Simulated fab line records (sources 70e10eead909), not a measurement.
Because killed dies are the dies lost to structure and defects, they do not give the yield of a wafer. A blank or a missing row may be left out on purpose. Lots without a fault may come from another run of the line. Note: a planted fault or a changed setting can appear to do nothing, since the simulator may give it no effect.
fab line records + flow nand_harc
[record]
- lots = 15
- wafers = 45
- last_day = 31
route steps=1302 shown A_M1@1195 A_BONDPAD@1218
lots untouched by any fault: they come from a run of this same line in which no faults occurred
start_h: the number of hours between the record's first day and the start of the first shown wafer of the lot + wait_h: time in hours since the lot's previous step + " unchanged from the row above + L1.1+2: one row covering several wafers at once + - either no value or no given start + * or withheld: withheld + < > ~ a bound
route shown NAME@n: NAME is a module with steps in the file, n the number in the route of the first one + usual: mean/standard deviation of fault-free wafers + same: alike in all rows + chamber/n: place in a boat + sites: readings site by site + _std_site: the values' standard deviation + _edge_site: inner sites' mean taken away from outer sites' mean + radius_mm: how far each site lies from the wafer's centre + mask NAME#n: copy n + behind: the last tool/chamber to shape the wafer + hold: why the lot went on hold/how many hours it stayed there/how the hold came to an end + device: the transistor (n, p or np) that didn't switch + end of line: the route-end tests of the same wafers + a step without rows: its recipe alone + killed: at the first sort, the dies lost to defects and structure; wafer yield is something else + map: shows each die of a wafer: x if killed, . if not, _ if none is there
set.NAME: setting as actually run; set.NAME@STEP: the setting as run at that earlier step + model.NAME: the simulator's own value behind a step, which no gauge read
steps of the route over a sample of lots; a table a step, a row a wafer
services: the hour from which a tool's chamber was out of use, counted from the record's first day as start_h (under 0 if before that day), plus the number of hours and why
[[steps]]
[step NHARC_A_M1_CMP_23]
[recipe]
- t_overpolish_s = 20
- target_thk_nm = 154.34
[usual]
- motor_current_A = 11.6/1.3
- time_to_endpoint_s = 29/3.7
| lot.wafer | tool   | chamber | start_h | wait_h | motor_current_A | time_to_endpoint_s |
|-----------|--------|---------|---------|--------|-----------------|--------------------|
| L890.3    | cmp-01 | 3       | 527.42  | -      | 11.4            | 28                 |
| L890.2    | "      | 0       | "       | "      | 10.4            | 29                 |
| L890.6    | "      | 3       | "       | "      | 11.5            | 30                 |
| L891.2    | cmp-02 | 0       | 531.30  | -      | 9.9             | 26                 |
| L891.5    | "      | 0       | "       | "      | 10.5            | 28                 |
| L891.6    | "      | 1       | "       | "      | 12.7            | 33                 |
| L894.3    | cmp-04 | 1       | 561.86  | -      | 13.4            | 22                 |
| L894.2    | "      | 3       | "       | "      | 11.1            | 26                 |
| L894.6    | "      | 1       | "       | "      | 13.2            | 24                 |
| L893.3    | cmp-01 | 1       | 563.58  | -      | 13.7            | 25                 |
| L893.4    | "      | 3       | "       | "      | 11.2            | 28                 |
| L893.1    | "      | 0       | "       | "      | 10.5            | 26                 |
| L892.3    | cmp-01 | 3       | 564.27  | -      | 11.3            | 29                 |
| L892.4    | "      | 0       | "       | "      | 10.4            | 25                 |
| L892.1    | "      | 2       | "       | "      | 10.7            | 33                 |
| L895.3    | cmp-02 | 2       | 574.45  | -      | 10.6            | 37                 |
| L895.2    | "      | 3       | "       | "      | 11.5            | 32                 |
| L895.6    | "      | 0       | "       | "      | 10.3            | 33                 |
| L897.1    | cmp-01 | 2       | 592.25  | -      | 10.6            | 27                 |
| L897.2    | "      | 3       | "       | "      | 11.1            | 28                 |
| L897.6    | "      | 0       | "       | "      | 9.8             | 24                 |
| L898.4    | cmp-01 | 1       | 607.45  | -      | 13.3            | 28                 |
| L898.1    | "      | 3       | "       | "      | 11.3            | 32                 |
| L898.6    | "      | 1       | "       | "      | 13.3            | 29                 |
| L900.2    | cmp-02 | 0       | 633.89  | -      | 10.3            | 30                 |
| L900.1    | "      | 1       | "       | "      | 11.9            | 28                 |
| L900.6    | "      | 0       | "       | "      | 10.6            | 31                 |
| L899.4    | cmp-02 | 3       | 641.06  | -      | 11.6            | 29                 |
| L899.1    | "      | 0       | "       | "      | 10.7            | 32                 |
| L899.6    | "      | 3       | "       | "      | 11.9            | 31                 |
| L901.2    | cmp-04 | 3       | 646.26  | -      | 11.2            | 24                 |
| L901.1    | "      | 0       | "       | "      | 13.5            | 31                 |
| L901.6    | "      | 3       | "       | "      | 10.2            | 23                 |
| L902.2    | cmp-01 | 0       | 670.36  | -      | 9.9             | 26                 |
| L902.3    | "      | 1       | "       | "      | 13.3            | 29                 |
| L902.5    | "      | 0       | "       | "      | 9.8             | 25                 |
| L907.4    | cmp-01 | 2       | 711.82  | -      | 10.4            | 28                 |
| L907.1    | "      | 0       | "       | "      | 9.7             | 24                 |
| L907.5    | "      | 1       | "       | "      | 13.2            | 25                 |
| L911.3    | cmp-02 | 2       | 726.67  | -      | 10.7            | 35                 |
| L911.2    | "      | 3       | "       | "      | 11.4            | 27                 |
| L911.4    | "      | 0       | "       | "      | 10.5            | 29                 |
| L909.2    | cmp-04 | 1       | 728.14  | -      | 13.1            | 22                 |
| L909.4    | "      | 2       | "       | "      | 11.4            | 29                 |
| L909.5    | "      | 1       | "       | "      | 12.9            | 20                 |
[step NHARC_A_M1_THK_MEAS_24]
[recipe]
- thk_meas_gauge = xrf
[usual]
- thk_nm = 154.4/1.8
| lot.wafer | tool          | chamber | start_h | wait_h | thk_nm |
|-----------|---------------|---------|---------|--------|--------|
| L890.2    | film_metro-02 | -       | 527.74  | -      | 152.8  |
| L890.3    | "             | -       | "       | "      | 153.3  |
| L890.6    | "             | -       | "       | "      | 154.8  |
| L891.2    | film_metro-02 | -       | 531.62  | -      | 154.4  |
| L891.5    | "             | -       | "       | "      | 152.9  |
| L891.6    | "             | -       | "       | "      | 151.8  |
| L894.2    | film_metro-01 | -       | 562.18  | -      | 155.4  |
| L894.3    | "             | -       | "       | "      | 153.1  |
| L894.6    | "             | -       | "       | "      | 151.5  |
| L893.1    | film_metro-02 | -       | 563.90  | -      | 152.1  |
| L893.3    | "             | -       | "       | "      | 155.1  |
| L893.4    | "             | -       | "       | "      | 153.7  |
| L892.1    | film_metro-01 | -       | 564.59  | -      | 153.7  |
| L892.3    | "             | -       | "       | "      | 155.5  |
| L892.4    | "             | -       | "       | "      | 153.4  |
| L895.2    | film_metro-02 | -       | 574.71  | -      | 155.6  |
| L895.3    | "             | -       | "       | "      | 157.7  |
| L895.6    | "             | -       | "       | "      | 156.8  |
| L897.1    | film_metro-02 | -       | 592.51  | -      | 154.2  |
| L897.2    | "             | -       | "       | "      | 154.7  |
| L897.6    | "             | -       | "       | "      | 156.0  |
| L898.1    | film_metro-01 | -       | 607.74  | -      | 155.5  |
| L898.4    | "             | -       | "       | "      | 153.4  |
| L898.6    | "             | -       | "       | "      | 155.5  |
| L900.1    | film_metro-01 | -       | 634.17  | -      | 155.5  |
| L900.2    | "             | -       | "       | "      | 154.8  |
| L900.6    | "             | -       | "       | "      | 153.7  |
| L899.1    | film_metro-01 | -       | 641.35  | -      | 154.1  |
| L899.4    | "             | -       | "       | "      | 149.8  |
| L899.6    | "             | -       | "       | "      | 152.8  |
| L901.1    | film_metro-01 | -       | 646.57  | -      | 151.9  |
| L901.2    | "             | -       | "       | "      | 152.7  |
| L901.6    | "             | -       | "       | "      | 151.3  |
| L902.2    | film_metro-01 | -       | 670.68  | -      | 154.7  |
| L902.3    | "             | -       | "       | "      | 152.3  |
| L902.5    | "             | -       | "       | "      | 154.8  |
| L907.1    | film_metro-01 | -       | 712.11  | -      | 152.8  |
| L907.4    | "             | -       | "       | "      | 154.0  |
| L907.5    | "             | -       | "       | "      | 152.3  |
| L911.2    | film_metro-02 | -       | 726.96  | -      | 154.5  |
| L911.3    | "             | -       | "       | "      | 152.3  |
| L911.4    | "             | -       | "       | "      | 153.9  |
| L909.2    | film_metro-01 | -       | 728.43  | -      | 150.2  |
| L909.4    | "             | -       | "       | "      | 153.5  |
| L909.5    | "             | -       | "       | "      | 151.3  |
[step NHARC_A_BONDPAD_DESCUM_11]
[recipe]
- time_s = 3
- o2_flow_sccm = 200
- ar_flow_sccm = 0
- bias_power_w = 0
- chemistry = O2
[usual]
- drypump_motor_current_A = 6.0/0.38
- oes_product_au = 0.998/0.014
- rf_vpp_V = 57.6/0.87
- showerhead_plenum_p_Torr = 1.90/0.099
- throttle_valve_pct = 11.311/0.0097
| lot.wafer | tool        | chamber | start_h | wait_h | drypump_motor_current_A | oes_product_au | rf_hours_counter_h | rf_vpp_V | showerhead_plenum_p_Torr | throttle_valve_pct |
|-----------|-------------|---------|---------|--------|-------------------------|----------------|--------------------|----------|--------------------------|--------------------|
| L890.3    | rie_diel-11 | 3       | 530.08  | -      | 5.6                     | 0.981          | 2                  | 58.3     | 2.01                     | 11.304             |
| L890.2    | "           | 0       | "       | "      | 6.0                     | 0.974          | 2                  | 56.5     | 1.79                     | 11.310             |
| L890.6    | "           | 1       | "       | "      | 6.2                     | 1.013          | -                  | 57.9     | 1.83                     | 11.302             |
| L891.2    | rie_diel-11 | 3       | 533.87  | -      | 5.6                     | 0.990          | 3                  | 57.5     | 2.01                     | 11.320             |
| L891.5    | "           | 0       | "       | "      | 5.9                     | 0.986          | -                  | 56.8     | 1.79                     | 11.309             |
| L891.6    | "           | 1       | "       | "      | 6.2                     | 1.017          | -                  | 57.1     | 1.83                     | 11.314             |
| L894.2    | rie_diel-11 | 2       | 564.48  | -      | 6.5                     | 0.993          | 4                  | 58.5     | 2.03                     | 11.319             |
| L894.3    | "           | 3       | "       | "      | 5.6                     | 0.985          | 3                  | 58.2     | 2.01                     | 11.335             |
| L894.6    | "           | 0       | "       | "      | 5.9                     | 0.993          | -                  | 55.8     | 1.79                     | 11.327             |
| L893.3    | rie_diel-11 | 3       | 566.20  | -      | 5.6                     | 0.990          | 4                  | 57.8     | 2.01                     | 11.301             |
| L893.4    | "           | 0       | "       | "      | 6.0                     | 0.998          | 3                  | 58.5     | 1.79                     | 11.314             |
| L893.1    | "           | 1       | "       | "      | 6.2                     | 1.008          | 4                  | 56.7     | 1.83                     | 11.304             |
| L892.4    | rie_diel-11 | 1       | 566.89  | -      | 6.2                     | 1.013          | 4                  | 57.5     | 1.83                     | 11.301             |
| L892.1    | "           | 2       | "       | "      | 6.5                     | 0.993          | 4                  | 58.3     | 2.03                     | 11.309             |
| L892.3    | "           | 3       | "       | "      | 5.6                     | 0.990          | 4                  | 58.6     | 2.01                     | 11.312             |
| L895.3    | rie_diel-11 | 0       | 577.00  | -      | 5.9                     | 0.989          | 4                  | 58.3     | 1.79                     | 11.306             |
| L895.2    | "           | 2       | "       | "      | 6.5                     | 1.003          | 4                  | 57.3     | 2.03                     | 11.330             |
| L895.6    | "           | 0       | "       | "      | 5.9                     | 0.995          | -                  | 57.4     | 1.79                     | 11.317             |
| L897.1    | rie_diel-11 | 0       | 594.82  | -      | 5.9                     | 0.982          | 4                  | 56.7     | 1.79                     | 11.317             |
| L897.2    | "           | 1       | "       | "      | 6.2                     | 1.001          | 4                  | 57.1     | 1.83                     | 11.310             |
| L897.6    | "           | 3       | "       | "      | 5.7                     | 0.989          | -                  | 57.2     | 2.01                     | 11.299             |
| L898.4    | rie_diel-04 | 1       | 610.03  | -      | 5.5                     | 0.991          | 23                 | 57.3     | 1.85                     | 11.307             |
| L898.1    | "           | 2       | "       | "      | 5.2                     | 1.020          | 24                 | 58.5     | 1.90                     | 11.311             |
| L898.6    | "           | 1       | "       | "      | 5.5                     | 0.989          | -                  | 55.5     | 1.85                     | 11.322             |
| L900.1    | rie_diel-11 | 1       | 636.62  | -      | 6.2                     | 1.020          | 0                  | 55.9     | 1.83                     | 11.316             |
| L900.2    | "           | 2       | "       | "      | 6.5                     | 0.995          | 0                  | 58.1     | 2.03                     | 11.311             |
| L900.6    | "           | 3       | "       | "      | 5.6                     | 0.994          | -                  | 57.5     | 2.01                     | 11.315             |
| L899.4    | rie_diel-11 | 1       | 644.33  | -      | 6.3                     | 1.021          | 1                  | 57.0     | 1.83                     | 11.299             |
| L899.1    | "           | 2       | "       | "      | 6.5                     | 0.996          | 1                  | 58.4     | 2.03                     | 11.321             |
| L899.6    | "           | 1       | "       | "      | 6.2                     | 1.020          | -                  | 58.1     | 1.83                     | 11.307             |
| L901.2    | rie_diel-11 | 0       | 648.89  | -      | 5.9                     | 0.967          | 1                  | 57.6     | 1.79                     | 11.310             |
| L901.1    | "           | 1       | "       | "      | 6.2                     | 1.029          | 1                  | 58.0     | 1.83                     | 11.305             |
| L901.6    | "           | 3       | "       | "      | 5.7                     | 0.998          | -                  | 58.7     | 2.01                     | 11.319             |
| L902.2    | rie_diel-11 | 0       | 672.99  | -      | 5.9                     | 0.971          | 1                  | 57.1     | 1.79                     | 11.305             |
| L902.3    | "           | 3       | "       | "      | 5.6                     | 1.011          | 1                  | 58.7     | 2.01                     | 11.311             |
| L902.5    | "           | 1       | "       | "      | 6.2                     | 1.024          | -                  | 57.0     | 1.83                     | 11.318             |
| L907.1    | rie_diel-11 | 3       | 714.76  | -      | 5.6                     | 1.013          | 3                  | 59.2     | 2.01                     | 11.315             |
| L907.4    | "           | 0       | "       | "      | 5.9                     | 0.999          | 3                  | 58.4     | 1.79                     | 11.311             |
| L907.5    | "           | 2       | "       | "      | 6.5                     | 1.000          | -                  | 56.5     | 2.03                     | 11.298             |
| L911.4    | rie_diel-11 | 0       | 729.42  | -      | 5.9                     | 0.989          | 3                  | 59.3     | 1.79                     | 11.308             |
| L911.3    | "           | 1       | "       | "      | 6.2                     | 1.003          | 3                  | 58.1     | 1.83                     | 11.319             |
| L911.2    | "           | 3       | "       | "      | 5.7                     | 0.998          | 3                  | 57.6     | 2.01                     | 11.320             |
| L909.2    | rie_diel-11 | 0       | 730.85  | -      | 5.9                     | 0.988          | 3                  | 56.6     | 1.79                     | 11.312             |
| L909.4    | "           | 3       | "       | "      | 5.6                     | 1.000          | 3                  | 57.9     | 2.01                     | 11.319             |
| L909.5    | "           | 0       | "       | "      | 5.9                     | 0.994          | -                  | 56.4     | 1.79                     | 11.314             |
[step NHARC_A_BONDPAD_ETCH_12]
[recipe]
- target_depth_a = 2200
- time_s = 110
- chf3_flow_sccm = 50
- o2_flow_sccm = 10
- ar_flow_sccm = 200
- rf_w = 500
- bias_w = 200
- chemistry = CHF3/O2
[usual]
- drypump_motor_current_A = 6.0/0.37
- oes_product_au = 0.941/0.023
- rf_fwd_power_W = 496.7/1.7
- rf_vpp_V = 370.0/2.7
- showerhead_plenum_p_Torr = 2.38/0.12
- throttle_valve_pct = 20.573/0.0092
| lot.wafer | tool        | chamber | start_h | wait_h | drypump_motor_current_A | oes_product_au | rf_fwd_power_W | rf_hours_counter_h | rf_vpp_V | showerhead_plenum_p_Torr | throttle_valve_pct |
|-----------|-------------|---------|---------|--------|-------------------------|----------------|----------------|--------------------|----------|--------------------------|--------------------|
| L890.2    | rie_diel-11 | 1       | 530.25  | -      | 6.2                     | 0.955          | 498.3          | 2                  | 370.0    | 2.31                     | 20.572             |
| L890.3    | "           | 3       | "       | "      | 5.6                     | 0.955          | 499.5          | 2                  | 372.9    | 2.52                     | 20.564             |
| L890.6    | "           | 1       | "       | "      | 6.2                     | 0.961          | 497.1          | -                  | 367.7    | 2.31                     | 20.565             |
| L891.2    | rie_diel-11 | 1       | 534.02  | -      | 6.2                     | 0.945          | 496.6          | 2                  | 368.5    | 2.31                     | 20.551             |
| L891.6    | "           | 1       | "       | "      | 6.2                     | 0.939          | 493.7          | -                  | 369.0    | 2.31                     | 20.587             |
| L891.5    | "           | 2       | "       | "      | 6.5                     | 0.920          | 495.5          | -                  | 375.0    | 2.54                     | 20.574             |
| L894.3    | rie_diel-11 | 1       | 564.64  | -      | 6.2                     | 0.934          | 495.8          | 4                  | 367.7    | 2.31                     | 20.583             |
| L894.2    | "           | 0       | "       | "      | 5.9                     | 0.923          | 495.6          | 3                  | 367.2    | 2.26                     | 20.576             |
| L894.6    | "           | 1       | "       | "      | 6.2                     | 0.929          | 496.3          | -                  | 368.3    | 2.31                     | 20.584             |
| L893.4    | rie_diel-11 | 0       | 566.36  | -      | 5.9                     | 0.957          | 496.4          | 3                  | 367.0    | 2.26                     | 20.569             |
| L893.1    | "           | 1       | "       | "      | 6.2                     | 0.973          | 496.1          | 4                  | 368.6    | 2.31                     | 20.569             |
| L893.3    | "           | 2       | "       | "      | 6.6                     | 0.949          | 497.0          | 4                  | 375.2    | 2.54                     | 20.591             |
| L892.1    | rie_diel-11 | 3       | 567.06  | -      | 5.7                     | 0.970          | 497.2          | 4                  | 373.6    | 2.52                     | 20.580             |
| L892.4    | "           | 0       | "       | "      | 5.9                     | 0.955          | 495.5          | 4                  | 366.4    | 2.26                     | 20.577             |
| L892.3    | "           | 2       | "       | "      | 6.5                     | 0.966          | 498.8          | 4                  | 372.5    | 2.54                     | 20.573             |
| L895.2    | rie_diel-11 | 3       | 577.17  | -      | 5.7                     | 0.923          | 496.6          | 4                  | 372.9    | 2.52                     | 20.577             |
| L895.3    | "           | 1       | "       | "      | 6.2                     | 0.933          | 497.8          | 4                  | 369.9    | 2.31                     | 20.579             |
| L895.6    | "           | 0       | "       | "      | 5.9                     | 0.925          | 497.1          | -                  | 365.2    | 2.26                     | 20.565             |
| L897.2    | rie_diel-11 | 3       | 594.99  | -      | 5.7                     | 0.937          | 497.4          | 4                  | 372.4    | 2.52                     | 20.565             |
| L897.1    | "           | 0       | "       | "      | 5.9                     | 0.927          | 495.5          | 4                  | 367.1    | 2.26                     | 20.576             |
| L897.6    | "           | 2       | "       | "      | 6.5                     | 0.945          | 496.1          | -                  | 373.2    | 2.54                     | 20.568             |
| L898.4    | rie_diel-04 | 3       | 610.27  | -      | 5.3                     | 0.940          | 496.8          | 19                 | 367.0    | 2.25                     | 20.577             |
| L898.1    | "           | 2       | "       | "      | 5.2                     | 0.946          | 495.0          | 24                 | 369.6    | 2.38                     | 20.562             |
| L898.6    | "           | 3       | "       | "      | 5.4                     | 0.943          | 496.0          | -                  | 366.8    | 2.25                     | 20.583             |
| L900.2    | rie_diel-11 | 0       | 636.78  | -      | 5.8                     | 0.938          | 495.6          | 0                  | 368.8    | 2.26                     | 20.575             |
| L900.1    | "           | 3       | "       | "      | 5.7                     | 0.967          | 496.6          | 0                  | 373.6    | 2.52                     | 20.578             |
| L900.6    | "           | 0       | "       | "      | 5.9                     | 0.927          | 498.0          | -                  | 366.6    | 2.26                     | 20.575             |
| L899.1    | rie_diel-11 | 2       | 644.51  | -      | 6.5                     | 0.947          | 500.0          | 1                  | 374.0    | 2.54                     | 20.575             |
| L899.4    | "           | 0       | "       | "      | 5.9                     | 0.948          | 496.1          | 0                  | 367.8    | 2.26                     | 20.576             |
| L899.6    | "           | 3       | "       | "      | 5.6                     | 0.961          | 497.9          | -                  | 373.3    | 2.52                     | 20.576             |
| L901.2    | rie_diel-11 | 1       | 649.05  | -      | 6.2                     | 1.006          | 498.0          | 1                  | 369.7    | 2.31                     | 20.579             |
| L901.1    | "           | 0       | "       | "      | 6.0                     | 0.948          | 493.7          | 1                  | 367.5    | 2.26                     | 20.574             |
| L901.6    | "           | 2       | "       | "      | 6.5                     | 0.958          | 497.5          | -                  | 373.3    | 2.54                     | 20.569             |
| L902.2    | rie_diel-11 | 0       | 673.17  | -      | 6.0                     | 0.915          | 494.8          | 1                  | 368.4    | 2.26                     | 20.576             |
| L902.3    | "           | 1       | "       | "      | 6.3                     | 0.956          | 497.1          | 1                  | 368.7    | 2.31                     | 20.558             |
| L902.5    | "           | 3       | "       | "      | 5.6                     | 0.938          | 493.3          | -                  | 373.5    | 2.52                     | 20.570             |
| L907.4    | rie_diel-11 | 3       | 714.92  | -      | 5.6                     | 0.729          | 297.2          | 3                  | 372.2    | 2.52                     | 20.576             |
| L907.1    | "           | 1       | "       | "      | 6.2                     | 0.734          | 296.3          | 3                  | 369.5    | 2.30                     | 20.568             |
| L907.5    | "           | 3       | "       | "      | 5.6                     | 0.743          | 297.7          | -                  | 372.8    | 2.52                     | 20.562             |
| L911.3    | rie_diel-11 | 3       | 729.60  | -      | 5.6                     | 0.731          | 298.5          | 3                  | 373.8    | 2.52                     | 20.572             |
| L911.2    | "           | 0       | "       | "      | 5.9                     | 0.714          | 297.2          | 3                  | 367.7    | 2.26                     | 20.590             |
| L911.4    | "           | 1       | "       | "      | 6.2                     | 0.726          | 296.9          | 3                  | 368.3    | 2.30                     | 20.587             |
| L909.4    | rie_diel-11 | 0       | 731.03  | -      | 5.9                     | 0.704          | 294.5          | 3                  | 366.6    | 2.26                     | 20.577             |
| L909.2    | "           | 1       | "       | "      | 6.2                     | 0.711          | 297.3          | 3                  | 367.3    | 2.30                     | 20.582             |
| L909.5    | "           | 0       | "       | "      | 5.9                     | 0.695          | 294.8          | -                  | 367.3    | 2.26                     | 20.576             |
[[services]]
| tool        | chamber | start_h | hours | kind   |
|-------------|---------|---------|-------|--------|
| rie_diel-04 | 2       | 503.56  | 10.2  | repair |
| cmp-02      | -       | 508.94  | 3.3   | repair |
| cmp-04      | -       | 509.27  | 4.0   | pm     |
| rie_diel-11 | 0       | 515.01  | -     | clean  |
| rie_diel-11 | 1       | 515.01  | -     | clean  |
| rie_diel-11 | 2       | 515.01  | -     | clean  |
| rie_diel-11 | 3       | 515.01  | -     | clean  |
| cmp-02      | -       | 526.58  | 4.0   | pm     |
| cmp-04      | -       | 526.74  | 1.0   | repair |
| rie_diel-04 | -       | 533.30  | 9.0   | pm     |
| cmp-01      | -       | 577.90  | 4.0   | pm     |
| cmp-04      | -       | 607.27  | 4.0   | pm     |
| rie_diel-11 | -       | 609.50  | 9.0   | pm     |
| cmp-02      | -       | 624.58  | 4.0   | pm     |
| cmp-02      | -       | 628.73  | 0.3   | repair |
| cmp-04      | -       | 671.80  | 0.4   | repair |
| cmp-04      | -       | 672.61  | 0.5   | repair |
| cmp-01      | -       | 675.90  | 4.0   | pm     |
| cmp-01      | -       | 684.45  | 6.6   | repair |
| cmp-04      | -       | 690.35  | 1.6   | repair |
| cmp-04      | -       | 705.27  | 4.0   | pm     |
| rie_diel-04 | -       | 710.98  | 9.0   | pm     |
| cmp-02      | -       | 720.09  | 0.2   | repair |
| cmp-02      | -       | 722.58  | 4.0   | pm     |
[[key]]
[first_sign]
- step = NHARC_A_BONDPAD_ETCH_12
- reading = rf_fwd_power_W
- direction = down
- sigmas = 99+
- usual = *
- struck = *
[effect]
- step = NHARC_A_BONDPAD_ETCH_12
- reading = oes_product_au
- direction = down
- sigmas = 9.6
- usual = 0.941
- struck = 0.721
met_at NHARC_A_BONDPAD_ETCH_12
struck_lots L907,L909,L911
later_rows_left_out L907.1,L907.4,L907.5,L909.2,L909.4,L909.5,L911.2,L911.3,L911.4
sort_left_out L907.1,L907.4,L907.5,L909.2,L909.4,L909.5,L911.2,L911.3,L911.4
not_acting_at NHARC_A_M1_CMP_23,NHARC_A_M1_THK_MEAS_24,NHARC_A_BONDPAD_DESCUM_11
onset_between 673.17 714.92
[fault]
- kind = process_parameter_drift
- tool = rie_diel-11
- chamber = -
- onset_h = 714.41
- steps = NHARC_A_BONDPAD_ETCH_12
- channel = rf_w
- offset = *
- shape = step
- end_h = 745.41
- acts_in = *
- stated = *
// sort_left_out: the simulated sort isn't trusted on such a fault, so these wafers' sort isn't shown, and their yield isn't known
// later_rows_left_out: the simulator's readings of these wafers behind a module that went badly wrong aren't trusted and aren't shown, but for the sort
